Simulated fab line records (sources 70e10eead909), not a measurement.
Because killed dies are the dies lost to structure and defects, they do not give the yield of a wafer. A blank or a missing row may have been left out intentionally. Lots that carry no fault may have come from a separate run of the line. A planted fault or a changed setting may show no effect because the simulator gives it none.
Comparing a struck lot with a sound one | flow nand_harc | 15 out of 1159 route steps
Sound: wafers L765.3, L765.5, L765.6. Wafers struck: L774.2, L774.4, L774.5. Last of all comes the cause.
Per side, at each step with rows, come the tool, then ch with its chambers, and then its first start. Under that, the readings that differ: sound wafers | struck wafers | difference of the means | sigmas: that difference in standard deviations of wafers without a fault.
alike: readings with means less than 2 such deviations apart, plus words and numbers identical on both sides. not compared: withheld readings, readings lacking a value on some wafer, bounds such as >300 that could conceal the same value, and numbers that have no deviation in the record and whose values overlap.
The two part at a step that has a row with sigmas, a row that says differs or no value, or rows on one side only. Numbers that don't overlap but have no deviation are shown without sigmas and don't part them. Lack of a reading on every wafer of one side parts them only where that side has two or more wafers.

first, 4 steps without rows for these wafers: NHARC_A_CONTACT_EBR_04; NHARC_A_CONTACT_EXPOSE_05 (exposes mask A CC); NHARC_A_CONTACT_PEB_06 (peb time 65 s); NHARC_A_CONTACT_DEVELOP_07 (develop time 35 s).
NHARC_A_CONTACT_CD_MEAS_08 targets a cd of 100 nm.
  sound on cd_sem-01 ch 0, day 17 17:08; struck on cd_sem-03 ch 0, day 20 19:25
  alike: cd_nm
NHARC_A_CONTACT_OVL_MEAS_09:
  sound: overlay-01 at day 17 17:13; struck: overlay-01 at day 20 19:30
  alike: overlay_x_nm, overlay_y_nm
NHARC_A_CONTACT_INSPECT_10:
  sound: defect_inspect-01 at day 17 17:15; struck: defect_inspect-02 at day 20 19:32
  alike: raw_defect_count
NHARC_A_CONTACT_DESCUM_13: chemistry O2, time 3 s.
  sound on rie_diel-02 ch 1,2, day 17 17:19; struck on rie_diel-02 ch 0,3, day 20 19:36
  reading                     | sound                | struck               | difference | sigmas
  drypump_motor_current_A (A) | 5.2 5.4 5.2          | 6.3 6.0 6.0          | +0.8       | +3
  throttle_valve_pct (%)      | 11.325 11.314 11.321 | 11.298 11.303 11.305 | -0.018     | -2
  alike: oes_product_au, rf_vpp_V, showerhead_plenum_p_Torr
  not compared: rf_hours_counter_h
NHARC_A_CONTACT_ETCH_88: etches the open film in CF4, target depth 39 nm, time 65 s.
  sound on rie_diel-02 ch 0,3, day 17 17:24; struck on rie_diel-02 ch 0,1,3, day 20 19:41
  alike: bias_w, cf4_flow_sccm, drypump_motor_current_A, oes_product_au, rf_vpp_V, showerhead_plenum_p_Torr, throttle_valve_pct
  not compared: rf_hours_counter_h
NHARC_A_CONTACT_ETCH_89: etches the open film in N2/H2, target depth 260 nm, time 475.3 s.
  sound: rie_diel-02 ch 0,3; struck: rie_diel-02 ch 0,1,2
  alike: bias_w, chamber_pressure_mTorr, drypump_motor_current_A, oes_product_au, rf_vpp_V, showerhead_plenum_p_Torr, throttle_valve_pct
  not compared: rf_hours_counter_h
NHARC_A_CONTACT_ETCH_30: etches the open film in CF4/CHF3, target depth 60.5 nm, time 30.2 s.
  sound: rie_diel-02 ch 2,3; struck: rie_diel-02 ch 1,3
  reading               | sound             | struck            | difference | sigmas
  oes_product_au (a.u.) | 0.916 0.913 0.929 | 0.974 0.971 0.974 | +0.054     | +3
  alike: bias_w, cf4_flow_sccm, drypump_motor_current_A, rf_vpp_V, showerhead_plenum_p_Torr, throttle_valve_pct
  not compared: rf_hours_counter_h
then, 1 step without rows for these wafers: NHARC_A_CONTACT_ETCH_31 (etches the open film in O2/COS, target depth 2000 nm, time 520 s).
NHARC_A_CONTACT_ETCH_134: etches the open film in C4F8/O2/Ar, time 140 s, target depth 700 nm.
  sound on har_cap_etch-03 ch 0,1, day 17 18:51; struck on har_cap_etch-03 ch 0, day 20 20:43
  no value came back on the struck wafers for chamber_pressure_mTorr (mTorr), oes_air_line_au (a.u.); on the sound wafers chamber_pressure_mTorr (mTorr) reads 20.012 19.971 20.001
  not compared: rf_hours_counter_h
NHARC_A_CONTACT_ETCH_135: etches the open film in C4F8/O2/Ar, time 132 s, target depth 1287 nm.
  sound on har_cap_etch-03 ch 0,1, day 17 19:01; struck on har_cap_etch-03 ch 0, day 20 20:58
  alike: chamber_pressure_mTorr, oes_air_line_au
  not compared: rf_hours_counter_h
-- record jumps: 3 days between struck wafers' starts before vs after; left off in module A_CONTACT, resumes in module END, first step shown is number 1159 of the route --
NHARC_END_SORT_01:
  here the record holds rows for the struck wafers (prober-02 ch 0, day 24 04:01) but none for the sound ones

WHERE THEY PART
Earliest at NHARC_A_CONTACT_DESCUM_13; latest, in this record, at NHARC_END_SORT_01.

WHY: whatever the simulator had introduced
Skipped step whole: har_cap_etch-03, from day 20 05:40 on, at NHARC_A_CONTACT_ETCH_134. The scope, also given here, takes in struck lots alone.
